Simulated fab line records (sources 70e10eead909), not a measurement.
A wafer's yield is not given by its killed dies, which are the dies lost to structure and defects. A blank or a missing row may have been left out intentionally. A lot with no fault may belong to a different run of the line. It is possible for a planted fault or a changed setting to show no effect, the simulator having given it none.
A lot that was struck, set against a sound lot / flow nand harc / 23 steps out of a route of 1159
Sound: wafers L447.2, L447.4, L447.5. Wafers L459.1, L459.2, L459.3 were the ones struck. The cause is given at the end.
At each step with rows: each side's tool, then ch and its chambers, then its first start. Under that, the readings that differ: sound wafers / struck wafers / difference of the means / sigmas: that difference in standard deviations of wafers without a fault.
alike: a reading whose means differ by less than 2 such deviations, as well as words and numbers matching on both sides. not compared: withheld readings; readings where some wafer has no value; bounds like >300 that might hide an equal value; numbers whose values overlap and for which the record gives no deviation.
The two part at a step that has a row with sigmas, a row that says differs or no value, or rows on one side only. Numbers that have no deviation but don't overlap get no sigmas and don't part them. A reading missing from all wafers of one side parts the sides only when that side holds two or more wafers.

first, 10 steps without rows for these wafers: NHARC_A_M0_SRD_25; NHARC_A_M0_PRE_CLEAN_31 (time 12 s); NHARC_A_M0_DEP_32 (deposits SiCN, target thk 30 nm); NHARC_A_M1_DEP_00 (deposits SiOC, target thk 182.5 nm); NHARC_A_M1_DEHYDRATE_01 (time 120 s); NHARC_A_M1_HMDS_02 (time 30 s); NHARC_A_M1_COAT_34 (time 65 s); NHARC_A_M1_COAT_03 (resist thk 90 nm); NHARC_A_M1_SOFTBAKE_04 (time 55 s); NHARC_A_M1_EBR_05.
NHARC_A_M1_EXPOSE_06: exposes mask A M1, target cd 120 nm.
  sound on arfi scanner-02 ch 0, day 17 20:47; struck on arfi scanner-02 ch 0, day 21 06:13
reading=exposure dose mJ cm2; sound=75.08 75.18 75.21; struck=84.62 84.56 84.54; difference=+9.42; sigmas=+99 or more
  alike: mask
then, 2 steps without rows for these wafers: NHARC_A_M1_PEB_07 (peb time 65 s); NHARC_A_M1_DEVELOP_08 (develop time 35 s).
NHARC_A_M1_CD_MEAS_09: target cd 120 nm.
  sound on cd sem-02 ch 0, day 17 20:55; struck on cd sem-02 ch 0
reading=cd nm (nm); sound=119.5 120.4 119.7; struck=126.9 127.5 127.0; difference=+7.3; sigmas=+11
  not compared: hold
NHARC_A_M1_OVL_MEAS_10: pitch 240 nm.
  sound on overlay-02, day 17 21:01; struck on overlay-02, day 21 08:20
reading=hold; sound=- - -; struck=await dispo/1.7h/release await dispo/1.7h/release await dispo/1.7h/release; difference=no value on the sound wafers; sigmas=
reading=overlay y nm (nm); sound=-1.0 -0.3 -0.9; struck=0.9 1.4 0.8; difference=+1.8; sigmas=+2
  alike: overlay x nm
NHARC_A_M1_DESCUM_14: chemistry O2, time 3 s.
  sound on rie diel-07 ch 0,1, day 17 21:07; struck on rie diel-09 ch 0,2,3, day 21 08:26
reading=model.A_M1.cd nm (nm); sound=119.5 120.4 119.7; struck=127 127.2 128.4; difference=+8; sigmas=
  alike: drypump motor current A, oes product au, rf vpp V, showerhead plenum p Torr, throttle valve pct
  not compared: rf hours counter h
then, 2 steps without rows for these wafers: NHARC_A_M1_ETCH_35 (etches the open film in N2/H2, target depth 40 nm, overetch 12 nm, time 43.94 s); NHARC_A_M1_ETCH_15 (etches the open film in C4F8/Ar, target depth 182.5 nm, time 91.2 s).
NHARC_A_M1_CD_MEAS_16:
  sound on cd sem-02, day 17 21:28; struck on cd sem-01, day 21 09:25
reading=cd nm (nm); sound=119.7 120.7 119.5; struck=126.3 127.1 128.4; difference=+7.3; sigmas=+8
  not compared: hold
NHARC_A_M1_STRIP_18: strips in N2/H2.
  sound on rie diel-09 ch 0,1,3, day 17 21:34; struck on rie diel-05 ch 0,1,2, day 21 12:17
reading=hold; sound=- - -; struck=await dispo/2.7h/release await dispo/2.7h/release await dispo/2.7h/release; difference=no value on the sound wafers; sigmas=
  alike: drypump motor current A, oes product au, rf fwd power W, rf vpp V, showerhead plenum p Torr, throttle valve pct
  not compared: rf hours counter h
NHARC_A_M1_ETCH_28: etches the open film in CF4/N2, target depth 30 nm, time 72.99 s.
  sound on rie diel-09 ch 0,1,2; struck on rie diel-05 ch 1,2,3
reading=model.A_M1.cd nm (nm); sound=119.4 120.2 120.3; struck=127.1 127.4 128.3; difference=+7.6; sigmas=
  alike: drypump motor current A, oes product au, rf fwd power W, rf vpp V, showerhead plenum p Torr, throttle valve pct
  not compared: rf hours counter h
then, 1 step without rows for these wafers: NHARC_A_M1_STRIP_19 (strips in post etch residue remover, time 600 s).
NHARC_END_SORT_01:
  sound on prober-02 ch 0, day 19 19:53; struck on prober-01 ch 0, day 23 05:08
  alike: defect limited yield, killed at array, killed at other, killed at periphery, killed dies, killed open, killed short, sort_bin_2_pct, sort_bin_3_pct, sort_bin_4_pct, sort n pass, sort rim yield pct, sort yield pct

## WHERE THEY PART
Last at NHARC_A_M1_STRIP_18 as far as this record goes, first at NHARC_A_M1_EXPOSE_06. Later steps at which nothing parts them and some readings are alike: NHARC_A_M1_ETCH_28, NHARC_END_SORT_01.

WHY: whatever the simulator had introduced
Drift in process parameters on arfi scanner-02 at NHARC_A_M1_EXPOSE_06, starting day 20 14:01. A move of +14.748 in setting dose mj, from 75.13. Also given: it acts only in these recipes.
